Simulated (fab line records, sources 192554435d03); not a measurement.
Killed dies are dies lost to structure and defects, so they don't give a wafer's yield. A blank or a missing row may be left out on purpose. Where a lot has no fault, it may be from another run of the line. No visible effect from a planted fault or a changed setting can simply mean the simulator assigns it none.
Struck lot and sound lot, side by side :: flow n5_finfet :: 14 out of 1938 route steps
Sound: these wafers, L555.1, L555.2, L555.5. Struck: wafer L554.2 (left out: L554.6, a lot-mate that was not struck); the cause follows at the end.
Order at every step that has rows: each side's tool, ch and its chambers, its first start. Under that, the readings that differ: sound wafers :: struck wafers :: difference of the means :: sigmas: that difference in standard deviations of wafers without a fault.
alike: readings whose means differ by less than 2 such deviations, and words and numbers that are the same on both sides. not compared: withheld readings, readings that some wafer has no value for, bounds like >300 that may hide the same value, and numbers for which the record gives no deviation and whose values overlap.
The two part at a step that has a row with sigmas, a row that says differs or no value, or rows on one side only. Numbers that have no deviation but don't overlap get no sigmas and don't part them. A reading missing from all wafers of one side parts the sides only when that side holds two or more wafers.

N5_BEOL_M5_STRIP_91: strips in N2/H2, time 10 s.
  sound: rie_diel-05 ch 2,3; struck: rie_diel-06 ch 1
  alike: drypump_motor_current_A, oes_product_au, rf_vpp_V, showerhead_plenum_p_Torr, throttle_valve_pct
  not compared: rf_hours_counter_h
N5_BEOL_M5_OCD_MEAS_38:
  sound on ocd-02, day 11 22:25; struck on ocd-02, day 11 10:47
  alike: trench_depth_nm
then, 4 steps without rows for these wafers: N5_BEOL_M5_HM_STRIP_39 (strips TiN in peroxide tin strip, target depth 25 nm, time 158 s); N5_BEOL_M5_SRD_40 (time 30 s); N5_BEOL_M5_PRECLEAN_42 (cleans in residue remover, time 60 s); N5_BEOL_M5_SRD_43 (time 30 s).
N5_BEOL_M5_CD_MEAS_35: target cd 28 nm, target cd y 24 nm.
  sound on cd_sem-03, day 11 22:34; struck on cd_sem-01, day 11 10:57
  alike: cd_nm
N5_BEOL_M5_CURE_80: cures SiCOH lowk, time 120 s.
  sound on uv_cure-01 ch 2, day 11 22:36; struck on uv_cure-03 ch 1, day 11 11:31
reading: lamp_power_pct (%)
sound: 52.20 52.30 52.21
struck: 52.36
difference: +0.12
sigmas: +2
  alike: wafer_temp_C_max
N5_BEOL_M5_DEGAS_44: time 60 s.
  sound on pvd_sputter-01, day 11 23:16; struck on pvd_sputter-01, day 11 12:06
  alike: heater_power_w
N5_BEOL_M5_PRE_CLEAN_45: time 30 s.
  sound on pvd_sputter-01, day 11 23:19; struck on pvd_sputter-01, day 11 12:08
  alike: heater_power_w
then, 1 step without rows for these wafers: N5_BEOL_M5_ALD_86 (deposits TaN, pulse time 2 s, purge time 3 s, co reactant purge time 2 s).
N5_BEOL_M5_SURFACE_TREAT_87:
  sound on pvd_sputter-03, day 11 23:44; struck on pvd_sputter-03, day 11 12:31
  not compared: throttle_valve_pct
N5_BEOL_M5_CVD_47: deposits Co from CCTBA/H2, target thk 3 nm, time 216 s.
  sound on cvd_co-02 ch 0,1, day 11 23:50; struck on cvd_co-01 ch 1, day 11 12:34
reading: run_length_s (s)
sound: 238.8 238.7 239.5
struck: 241.1
difference: +2.1
sigmas: +5
then, 1 step without rows for these wafers: N5_BEOL_M5_SPUTTER_48 (material Cu, target thk 15 nm, time 27.62 s).

== WHERE THEY PART ==
Earliest at N5_BEOL_M5_CURE_80; latest, in this record, at N5_BEOL_M5_CVD_47.

WHY: whatever the simulator had introduced
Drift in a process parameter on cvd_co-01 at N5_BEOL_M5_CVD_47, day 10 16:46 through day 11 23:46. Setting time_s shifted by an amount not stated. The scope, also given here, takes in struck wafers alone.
